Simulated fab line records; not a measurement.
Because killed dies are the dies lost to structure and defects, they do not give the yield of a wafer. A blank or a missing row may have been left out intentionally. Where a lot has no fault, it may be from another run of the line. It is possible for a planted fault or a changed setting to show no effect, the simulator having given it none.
A struck lot beside a sound one | flow n5_finfet | 25 out of 1938 route steps
Sound: the wafers L219.1, L219.5, L219.6. Wafers struck: L237.1, L237.2, L237.4. The cause comes at the end.
Per side, at each step with rows, come the tool, then ch with its chambers, and then its first start. Under that, the readings that differ: sound wafers | struck wafers | difference of the means | sigmas: that difference in standard deviations of wafers without a fault.
alike: readings whose means differ by less than 2 such deviations, and words and numbers that are the same on both sides. not compared: withheld readings, readings that some wafer has no value for, bounds like >300 that may hide the same value, and numbers for which the record gives no deviation and whose values overlap.
A row with sigmas, a row that says differs or no value, or rows on one side alone: a step with any of these is where the two part. Numbers that don't overlap but have no deviation are shown without sigmas and don't part them. Lack of a reading on every wafer of one side parts them only where that side has two or more wafers.

first, 4 steps without rows for these wafers: N5_ZERO_LAYER_EXPOSE_08 (exposes mask ZERO, defocus 0 nm, target cd 2000 nm); N5_ZERO_LAYER_PEB_09; N5_ZERO_LAYER_DEVELOP_10 (develop time 60 s); N5_ZERO_LAYER_HARDBAKE_23 (time 120 s).
N5_ZERO_LAYER_CD_MEAS_11: target cd 2000 nm.
  sound on cd_sem-02 ch 0, day 2 06:39; struck on cd_sem-02 ch 0, day 6 19:59
  alike: cd_nm
N5_ZERO_LAYER_DESCUM_16: chemistry O2, time 7.9 s.
  sound on rie_diel-06 ch 1,2,3, day 2 07:22; struck on rie_diel-01 ch 0,1,3, day 6 20:02
  alike: drypump_motor_current_A, oes_product_au, rf_fwd_power_W, rf_vpp_V, showerhead_plenum_p_Torr, throttle_valve_pct
  not compared: rf_hours_counter_h
N5_ZERO_LAYER_ETCH_17: etches SiO2 in CF4, target depth 12 nm, time 13.3 s.
  sound on rie_diel-06 ch 1,2,3, day 2 07:24; struck on rie_diel-01 ch 0,1,3, day 6 20:04
  alike: drypump_motor_current_A, oes_product_au, rf_fwd_power_W, rf_vpp_V, showerhead_plenum_p_Torr, throttle_valve_pct
  not compared: rf_hours_counter_h
N5_ZERO_LAYER_ETCH_18: etches Si in HBr/Cl2, target depth 120 nm, time 40 s.
  sound on rie_si-03 ch 0,1,2, day 2 07:29; struck on rie_si-05 ch 0,2,3, day 6 20:08
  alike: drypump_motor_current_A, oes_product_au, rf_fwd_power_W, throttle_valve_pct
  not compared: rf_hours_counter_h
N5_ZERO_LAYER_STRIP_24: strips in O2.
  sound on plasma_asher-01 ch 0,1, day 2 07:35; struck on plasma_asher-02 ch 0,1, day 6 20:14
  alike: drypump_motor_current_A, heater_power_w, oes_product_au, strip_time_to_endpoint_s
  not compared: rf_hours_counter_h
then, 1 step without rows for these wafers: N5_ZERO_LAYER_STRIP_19 (strips in SPM, time 900 s).
N5_ZERO_LAYER_INSPECT_20: inspects for defects (darkfield).
  sound: defect_inspect-02 at day 2 07:56; struck: defect_inspect-02 at day 6 20:36
  alike: raw_defect_count
then, 1 step without rows for these wafers: N5_WELL_APT_HMDS_01 (time 60 s).
N5_WELL_APT_COAT_02: resist thk 950 nm.
  sound on litho_track-01 ch 0, day 2 07:59; struck on litho_track-04 ch 0, day 6 20:38
  reading                                    | sound                | struck               | difference | sigmas
  spin_speed_rpm (rpm)                       | 1356.2 1356.3 1357.0 | 1301.2 1299.2 1300.8 | -56.1      | -56
  model.coat_of_WELL_APT_COAT_02.thk_nm (nm) | 955.3 950.7 953.7    | 968.7 970.4 968      | +15.8      |
then, 6 steps without rows for these wafers: N5_WELL_APT_EBR_04; N5_WELL_APT_SOFTBAKE_03 (time 60 s); N5_WELL_APT_EXPOSE_05 (exposes mask NWELL, defocus 0 nm, target cd 200 nm); N5_WELL_APT_PEB_06 (peb time 90 s); N5_WELL_APT_DEVELOP_07 (develop time 45 s); N5_WELL_APT_HARDBAKE_12 (time 120 s).
N5_WELL_APT_CD_MEAS_08: target cd 200 nm.
  sound on cd_sem-01 ch 0, day 2 08:14; struck on cd_sem-01 ch 0, day 6 20:54
  alike: cd_nm
N5_WELL_APT_OVL_MEAS_09:
  sound on overlay-01 ch 0, day 2 08:16; struck on overlay-02 ch 0, day 6 20:56
  alike: NWELL_OVL
N5_WELL_APT_INSPECT_10: inspects for defects (macro).
  sound: defect_inspect-01 at day 2 08:18; struck: defect_inspect-01 at day 6 20:58
  alike: raw_defect_count
N5_WELL_APT_DESCUM_13: chemistry O2, time 7.9 s.
  sound on rie_diel-04 ch 1,2, day 2 08:20; struck on rie_diel-04 ch 0,1,2, day 6 21:01
  reading                                    | sound             | struck            | difference | sigmas
  model.coat_of_WELL_APT_COAT_02.thk_nm (nm) | 937.2 932.6 935.6 | 950.6 952.3 949.9 | +15.8      |
  alike: drypump_motor_current_A, oes_product_au, rf_fwd_power_W, rf_vpp_V, showerhead_plenum_p_Torr, throttle_valve_pct
  not compared: rf_hours_counter_h
then, 2 steps without rows for these wafers: N5_WELL_APT_IMPLANT_14; N5_PASSIVATION_PROBE_49.

== WHERE THEY PART ==
Only at N5_WELL_APT_COAT_02, as far as this record shows. Later steps at which nothing parts them and some readings are alike: N5_WELL_APT_CD_MEAS_08, N5_WELL_APT_OVL_MEAS_09, N5_WELL_APT_INSPECT_10, N5_WELL_APT_DESCUM_13.

WHY: whatever the simulator had introduced
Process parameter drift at N5_WELL_APT_COAT_02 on litho_track-04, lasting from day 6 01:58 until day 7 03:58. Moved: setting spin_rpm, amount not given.
